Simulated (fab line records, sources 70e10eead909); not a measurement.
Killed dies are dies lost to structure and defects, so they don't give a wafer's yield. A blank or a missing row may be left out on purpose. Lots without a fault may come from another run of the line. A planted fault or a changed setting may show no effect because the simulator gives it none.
Tool commonality check | flow nand_harc | 11 lots, 33 wafers sampled

WHY IT WAS OPENED
At NHARC_A_M1_INSPECT_27 the reading raw_defect_count is flagged on 2 of 11 lots. Wafers without a fault read 518, standard deviation 120.
Rule: a lot is flagged when every wafer of it that has a number lies more than 4 standard deviations from that mean, or none has a number. The other lots count as sound.

lot  | measured     | on                | raw_defect_count, wafer by wafer | flag
L257 | day 23 20:12 | defect_inspect-01 | 1003 971 575                     |
L260 | day 25 12:16 | defect_inspect-02 | 407 474 551                      |
L262 | day 26 05:27 | defect_inspect-02 | 499 517 420                      |
L264 | day 26 07:34 | defect_inspect-02 | 636 455 486                      |
L263 | day 26 20:44 | defect_inspect-02 | 381 460 321                      |
L267 | day 27 00:30 | defect_inspect-02 | 384 497 349                      |
L266 | day 27 12:12 | defect_inspect-02 | 544 443 428                      |
L268 | day 27 17:08 | defect_inspect-02 | 411 704 426                      |
L272 | day 29 13:17 | defect_inspect-01 | 2051 2015 2312                   | FLAGGED
L273 | day 30 06:43 | defect_inspect-02 | 1904 2076 2102                   | FLAGGED
L279 | day 31 20:53 | defect_inspect-01 | 558 529 568                      |
The numbers of the flagged lots are 2077 on average: +1559 against the usual, or +13 standard deviations.

WHICH TOOL RAN EACH LOT
The record holds 2 process steps before the reading, out of a route of 1302 steps. In each cell: the tool, then ch and the chambers that the sampled wafers went through, then the start.
lot  | flag    | NHARC_A_M0_ETCH_34                 | NHARC_A_M1_CMP_23
L257 |         | rie_diel-07 ch 0,1,3, day 23 13:32 | cmp-04 ch 2,3, day 23 19:44
L260 |         | rie_diel-07 ch 1,3, day 25 05:40   | cmp-04 ch 1,2,3, day 25 11:47
L262 |         | rie_diel-03 ch 1,2,3, day 25 23:03 | cmp-01 ch 1,2,3, day 26 05:01
L264 |         | rie_diel-03 ch 1,3, day 26 01:01   | cmp-01 ch 0,1,3, day 26 07:06
L263 |         | rie_diel-08 ch 0,3, day 26 14:10   | cmp-01 ch 0,1, day 26 20:16
L267 |         | rie_diel-03 ch 1,2,3, day 26 18:08 | cmp-01 ch 0,1,3, day 27 00:04
L266 |         | rie_diel-03 ch 0,1,2, day 27 05:46 | cmp-03 ch 0,2,3, day 27 11:46
L268 |         | rie_diel-03 ch 1,2,3, day 27 09:54 | cmp-04 ch 0,3, day 27 16:41
L272 | FLAGGED | rie_diel-03 ch 0,1,3, day 29 06:54 | cmp-01 ch 0,1,3, day 29 12:49
L273 | FLAGGED | rie_diel-03 ch 0,1,2, day 30 00:04 | cmp-01 ch 0,2,3, day 30 06:14
L279 |         | rie_diel-07 ch 1,2,3, day 31 13:55 | cmp-03 ch 1,2,3, day 31 20:24
What these steps do:
- NHARC_A_M0_ETCH_34: etches the open film in N2/H2, target depth 40 nm, overetch 12 nm, time 43.94 s.
- NHARC_A_M1_CMP_23: polishes, t overpolish 20 s, target thk 154.34 nm.
- NHARC_A_M1_INSPECT_27

FLAGGED OVER TOTAL, TOOL BY TOOL (the gauges that took the reading come last)
step                  | tool              | lots run | flagged | share of the flagged lots | sound lots run after its first flagged lot
NHARC_A_M0_ETCH_34    | rie_diel-03       | 7        | 2       | all                       | 0
NHARC_A_M0_ETCH_34    | rie_diel-07       | 3        | 0       | none                      | -
NHARC_A_M0_ETCH_34    | rie_diel-08       | 1        | 0       | none                      | -
NHARC_A_M1_CMP_23     | cmp-01            | 6        | 2       | all                       | 0
NHARC_A_M1_CMP_23     | cmp-03            | 2        | 0       | none                      | -
NHARC_A_M1_CMP_23     | cmp-04            | 3        | 0       | none                      | -
NHARC_A_M1_INSPECT_27 | defect_inspect-01 | 3        | 1       | some                      | 1 (L279)
NHARC_A_M1_INSPECT_27 | defect_inspect-02 | 8        | 1       | some                      | 0

WHAT THE TABLE ALLOWS
2 rows of the table ran every flagged lot: rie_diel-03 at NHARC_A_M0_ETCH_34, cmp-01 at NHARC_A_M1_CMP_23.
- rie_diel-03 at NHARC_A_M0_ETCH_34: 2 of its 7 lots flagged. Its last sound lot is L268 (day 27 09:54), its first flagged lot L272 (day 29 06:54): a fault that began between those two fits.
- cmp-01 at NHARC_A_M1_CMP_23: 2 of its 6 lots flagged. Its last sound lot is L267 (day 27 00:04), its first flagged lot L272 (day 29 12:49): a fault that began between those two fits.
Counting lots can't tell these 2 tools apart, because each fits a fault that began at some hour. More lots, or a look at what each step does to the wafer, might.

WHAT THE SIMULATOR HAD PUT IN
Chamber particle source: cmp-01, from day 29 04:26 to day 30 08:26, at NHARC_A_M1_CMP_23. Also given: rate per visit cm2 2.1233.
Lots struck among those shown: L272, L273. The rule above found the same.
